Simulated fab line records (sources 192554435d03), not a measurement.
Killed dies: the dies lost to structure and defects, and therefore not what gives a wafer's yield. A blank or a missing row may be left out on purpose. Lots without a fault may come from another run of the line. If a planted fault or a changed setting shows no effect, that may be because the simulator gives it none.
Lot-split experiment + flow n5-finfet + 21 wafers read from 7 lots, route of 1938 steps

## ABOUT THE SPLIT
At N5_BEOL_M11_COAT_05 (resist thk 90 nm), the setting spin-rpm was moved away from the recipe's 1500 rpm on 5 of the 21 wafers read, by -8.7% to +5.3%. For the rest of the wafers, this setting stayed at what the recipe calls for.

## FROM THE SPLIT TO THE READING: what the file shows between them, 5 steps
- N5_BEOL_M11_EBR_07
- N5_BEOL_M11_SOFTBAKE_06: time 60 s
- N5_BEOL_M11_EXPOSE_08: exposes mask M11
- N5_BEOL_M11_PEB_09: peb time 60 s
- N5_BEOL_M11_DEVELOP_10: develop time 30 s

## THE READING
CAR-ArF_of_BEOL_M11_COAT_05.thk-nm (the simulator's own value, which no gauge read), in nm, at N5_BEOL_M11_DESCUM_16 (chemistry O2, time 7.9 s). The file gives no usual value for it. Average 83.3 nm, standard deviation 0.42 nm, over the 16 wafers here run with the recipe.

| wafer  | tool, chamber at the split | spin-rpm as run, rpm | against the recipe | CAR-ArF_of_BEOL_M11_COAT_05.thk-nm, nm | against lot-mates on the recipe |
|--------|----------------------------|----------------------|--------------------|----------------------------------------|---------------------------------|
| L074.1 | litho-track-05, 0          | 1500                 | recipe             | 83.6                                   | -                               |
| L074.2 | litho-track-05, 0          | 1500                 | recipe             | 83.6                                   | -                               |
| L074.5 | litho-track-05, 0          | 1383                 | -7.8%              | 87.2                                   | +3.6                            |
| L079.1 | litho-track-05, 0          | 1580                 | +5.3%              | 80.4                                   | -2.6                            |
| L079.2 | litho-track-05, 0          | 1500                 | recipe             | 83.4                                   | -                               |
| L079.6 | litho-track-05, 0          | 1500                 | recipe             | 82.6                                   | -                               |
| L078.1 | litho-track-02, 0          | 1500                 | recipe             | 83.8                                   | -                               |
| L078.4 | litho-track-02, 0          | 1500                 | recipe             | 83.8                                   | -                               |
| L078.3 | litho-track-02, 0          | 1500                 | recipe             | 83                                     | -                               |
| L080.4 | litho-track-01, 0          | 1500                 | recipe             | 83.8                                   | -                               |
| L080.5 | litho-track-01, 0          | 1500                 | recipe             | 83.8                                   | -                               |
| L080.6 | litho-track-01, 0          | 1403                 | -6.5%              | 86.2                                   | +2.4                            |
| L084.2 | litho-track-05, 0          | 1500                 | recipe             | 83.2                                   | -                               |
| L084.3 | litho-track-05, 0          | 1500                 | recipe             | 83                                     | -                               |
| L084.4 | litho-track-05, 0          | 1500                 | recipe             | 83                                     | -                               |
| L089.2 | litho-track-05, 0          | 1500                 | recipe             | 83.2                                   | -                               |
| L089.3 | litho-track-05, 0          | 1500                 | recipe             | 83.6                                   | -                               |
| L089.4 | litho-track-05, 0          | 1500                 | recipe             | 82.4                                   | -                               |
| L091.1 | litho-track-01, 0          | 1500                 | recipe             | 83.4                                   | -                               |
| L091.2 | litho-track-01, 0          | 1369                 | -8.7%              | 87.6                                   | +4.2                            |
| L091.6 | litho-track-01, 0          | 1369                 | -8.7%              | 87.6                                   | +4.2                            |

FIT RESULTS
A straight line over all 21 wafers: CAR-ArF_of_BEOL_M11_COAT_05.thk-nm changes by -0.493 nm for each +1% of spin-rpm; r = -0.98; the points scatter about the line by 0.4 nm.
The same after taking each lot's own level away (the mean of its wafers on the recipe; 21 wafers): -0.463 nm for each +1%; r = -0.98; scatter 0.32 nm.
Per that fit: largest spin-rpm move, reading shift of 4 nm.
From 83.00 to 83.80 nm: that is the span of the lots' own levels, equal to 1.9 times the standard deviation above.
Consequently the slope shifts little with the lot-to-lot level, the two slopes agreeing.
Check: with one of the wafers moved furthest among these (-8.7%) left out of the fit, the line predicts +3.96 nm for it against its lot-mates. It came out at +4.2 nm against them.

## OTHER SPLITS ON THESE WAFERS
Before the reading, these wafers also passed through other splits. Each is held against what the fit with the lots' levels taken away leaves over:
| other split on the same wafers | wafers away from the commonest value | r with CAR-ArF_of_BEOL_M11_COAT_05.thk-nm (lot level and that fit taken away) |
|--------------------------------|--------------------------------------|-------------------------------------------------------------------------------|
| N5_BEOL_M8_EXPOSE_08 dose-mj   | 10                                   | -0.09                                                                         |
| N5_BEOL_M9_EXPOSE_08 dose-mj   | 10                                   | +0.28                                                                         |

## THE WHOLE CHAIN: every reading that the file lists as answering this split, in the file's order
| step                   | what it does             | reading                                                                             | change (the file's fit)               | r (the file's) |
|------------------------|--------------------------|-------------------------------------------------------------------------------------|---------------------------------------|----------------|
| N5_BEOL_M11_COAT_05    | resist thk 90 nm         | CAR-ArF_of_BEOL_M11_COAT_05.thk-nm (the simulator's own value, which no gauge read) | -0.462 nm for each +1% of the setting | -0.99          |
| N5_BEOL_M11_DEVELOP_10 | develop time 30 s        | CAR-ArF_of_BEOL_M11_COAT_05.thk-nm (the simulator's own value, which no gauge read) | -0.48 nm for each +1% of the setting  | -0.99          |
| N5_BEOL_M11_DESCUM_16  | chemistry O2, time 7.9 s | CAR-ArF_of_BEOL_M11_COAT_05.thk-nm (the simulator's own value, which no gauge read) | -0.454 nm for each +1% of the setting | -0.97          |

## THE FILE'S OWN FIT
CAR-ArF_of_BEOL_M11_COAT_05.thk-nm changes by -0.454 nm for each +1% of spin-rpm, r = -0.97.
